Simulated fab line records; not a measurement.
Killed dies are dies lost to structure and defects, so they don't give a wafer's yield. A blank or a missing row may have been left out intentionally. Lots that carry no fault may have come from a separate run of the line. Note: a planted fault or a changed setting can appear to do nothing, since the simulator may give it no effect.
Split-lot study + flow n5 finfet + 21 wafers read across 7 lots, on a route 1938 steps long

## ABOUT THE SPLIT
At N5_GATE_CUT_ETCH_58 (etches SiNx in CH3F/O2, target depth 17 nm, time 128.6 s), the setting bias w was moved away from the recipe's 21 W on 6 of the 21 wafers read, by -17.0% to -5.9%. For the rest of the wafers, this setting stayed at what the recipe calls for.

The split's own step is where the reading is taken.

## THE READING
rf vpp V, in V, at N5_GATE_CUT_ETCH_58 (etches SiNx in CH3F/O2, target depth 17 nm, time 128.6 s). A value of 99.1 V with a standard deviation of 0.88 V is what fault-free wafers of this fab line usually give.

| wafer  | tool, chamber at the split | bias w as run, W | against the recipe | rf vpp V, V | against lot-mates on the recipe |
|--------|----------------------------|------------------|--------------------|-------------|---------------------------------|
| L075.2 | rie diel-03, 2             | 21               | recipe             | 98.8        | -                               |
| L075.3 | rie diel-03, 1             | 21               | recipe             | 99.0        | -                               |
| L075.6 | rie diel-03, 2             | 21               | recipe             | 99.1        | -                               |
| L078.2 | rie diel-04, 1             | 19.18            | -8.7%              | 93.8        | -5.5                            |
| L078.3 | rie diel-04, 0             | 21               | recipe             | 99.3        | -                               |
| L078.6 | rie diel-04, 1             | 19.18            | -8.7%              | 92.6        | -6.7                            |
| L079.2 | rie diel-01, 1             | 21               | recipe             | 98.7        | -                               |
| L079.5 | rie diel-01, 3             | 21               | recipe             | 99.8        | -                               |
| L079.6 | rie diel-01, 0             | 17.42            | -17.0%             | 86.5        | -12.8                           |
| L082.1 | rie diel-03, 1             | 21               | recipe             | 99.9        | -                               |
| L082.5 | rie diel-03, 0             | 21               | recipe             | 99.7        | -                               |
| L082.6 | rie diel-03, 1             | 21               | recipe             | 98.5        | -                               |
| L083.1 | rie diel-04, 2             | 21               | recipe             | 99.2        | -                               |
| L083.4 | rie diel-04, 1             | 21               | recipe             | 99.4        | -                               |
| L083.6 | rie diel-04, 1             | 21               | recipe             | 99.5        | -                               |
| L087.1 | rie diel-03, 1             | 21               | recipe             | 98.9        | -                               |
| L087.4 | rie diel-03, 0             | 19.76            | -5.9%              | 96.8        | -2.1                            |
| L087.5 | rie diel-03, 0             | 19.76            | -5.9%              | 96.9        | -2.0                            |
| L088.2 | rie diel-04, 2             | 21               | recipe             | 98.8        | -                               |
| L088.5 | rie diel-04, 2             | 17.78            | -15.3%             | 88.2        | -11.1                           |
| L088.6 | rie diel-04, 3             | 21               | recipe             | 99.9        | -                               |

FIT RESULTS
A straight line over all 21 wafers: rf vpp V changes by +0.707 V for each +1% of bias w; r = +0.98; the points scatter about the line by 0.73 V.
The same after taking each lot's own level away (the mean of its wafers on the recipe; 21 wafers): +0.708 V for each +1%; r = +0.98; scatter 0.8 V.
According to that fit, moving bias w by its largest amount changes the reading by 12 V.
From 98.90 to 99.37 V: that is the span of the lots' own levels, equal to 0.5 times the standard deviation above.
The two slopes are in agreement: the lot-to-lot level therefore moves the slope only a little.
Check: -11.4 V against its lot-mates is what the line predicts for one of the wafers moved furthest among these (-17.0%) when that wafer is left out of the fit. Against them it came out at -12.8 V.
Tool readings at the split's step, against how far the setting was moved: rf vpp V r = +0.98.

## OTHER SPLITS APPLIED TO THESE WAFERS
These wafers also went through other splits before the reading. Each is held against what the fit with the lots' levels taken away leaves over:
| other split on the same wafers                    | wafers away from the commonest value | r with rf vpp V (lot level and that fit taken away) |
|---------------------------------------------------|--------------------------------------|-----------------------------------------------------|
| N5_PMOS_HMC_CHANNEL_EPI_PEB_07 peb temp c         | 5                                    | +0.55                                               |
| N5_PMOS_HMC_CHANNEL_EPI_DEVELOP_08 develop time s | 6                                    | +0.17                                               |
| N5_FIN_SAQP_EXPOSE_13 dose mj                     | 9                                    | -0.24                                               |
| N5_SD_EPI_N_EXPOSE_06 dose mj                     | 7                                    | +0.26                                               |
| N5_SD_EPI_N_DESCUM_14 time s                      | 8                                    | +0.01                                               |
| N5_SD_EPI_N_EPI_21 time s                         | 7                                    | -0.25                                               |
| N5_SDB_CUT_ETCH_26 bias w                         | as run: not given for these wafers   | -                                                   |
| N5_SDB_ALD_29 ald cycles                          | 8                                    | -0.31                                               |

## THE WHOLE CHAIN: every reading that the file lists as answering this split, in the file's order
| step                | what it does                                             | reading                                                        | change (the file's fit)                | r (the file's) |
|---------------------|----------------------------------------------------------|----------------------------------------------------------------|----------------------------------------|----------------|
| N5_GATE_CUT_ETCH_58 | etches SiNx in CH3F/O2, target depth 17 nm, time 128.6 s | rf vpp V                                                       | +0.713 V for each +1% of the setting   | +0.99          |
| N5_GATE_CUT_ETCH_58 | etches SiNx in CH3F/O2, target depth 17 nm, time 128.6 s | etch.depth nm (the simulator's own value, which no gauge read) | +0.0908 nm for each +1% of the setting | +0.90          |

## THE FILE'S OWN FIT
rf vpp V changes by +0.713 V for each +1% of bias w, r = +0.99.
